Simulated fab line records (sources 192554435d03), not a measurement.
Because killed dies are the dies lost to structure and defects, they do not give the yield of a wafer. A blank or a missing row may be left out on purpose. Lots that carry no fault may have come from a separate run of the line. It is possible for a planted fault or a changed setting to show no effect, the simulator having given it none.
Chamber matching :: flow n5 finfet :: N5_BEOL_M8_STRIP_67 on rie diel-02: 4 sister chambers
The step strips in CF4. 4 wafers are shown with their chamber, then 7 later ones without.

WAFERS PAIRED WITH THEIR CHAMBERS
wafer: L080.2
chamber: 3
drypump motor current A (A): 5.1

wafer: L081.6
chamber: 2
drypump motor current A (A): 5.5

wafer: L086.4
chamber: 1
drypump motor current A (A): 4.6

wafer: L086.5
chamber: 0
drypump motor current A (A): 5.7

WAFERS WHOSE CHAMBER IS MISSING
wafer: L086.6
drypump motor current A (A): 5.1

wafer: L089.3
drypump motor current A (A): 5.1

wafer: L089.4
drypump motor current A (A): 5.6

wafer: L089.5
drypump motor current A (A): 5.1

wafer: L090.2
drypump motor current A (A): 5.7

wafer: L090.3
drypump motor current A (A): 5.5

wafer: L090.4
drypump motor current A (A): 5.1

WHICH CHAMBER EACH WENT THROUGH
wafer: L086.6
from the rows above: 3
in truth: 3

wafer: L089.3
from the rows above: 3
in truth: 3

wafer: L089.4
from the rows above: can't be placed: 2 or 0
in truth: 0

wafer: L089.5
from the rows above: 3
in truth: 3

wafer: L090.2
from the rows above: 0
in truth: 0

wafer: L090.3
from the rows above: 2
in truth: 2

wafer: L090.4
from the rows above: 3
in truth: 3
Correct placement for 6 of the 7. Not placeable from these rows: 1 (in 1, the candidates include the true chamber). Wrongly placed: 0.
How it was worked out, from the rows above alone: a wafer's distance from a chamber is the root of the sum, over the readings, of the square of ((its reading less the chamber's mean) divided by the reading's scatter). The wafer belongs to the nearest chamber; if the next one is less than 2 further off, it can't be placed. Each chamber's mean is taken over the wafers shown for it. The scatter: with one shown wafer a chamber, the root of the mean of the squares of how far each hidden wafer lies from its nearest shown one.
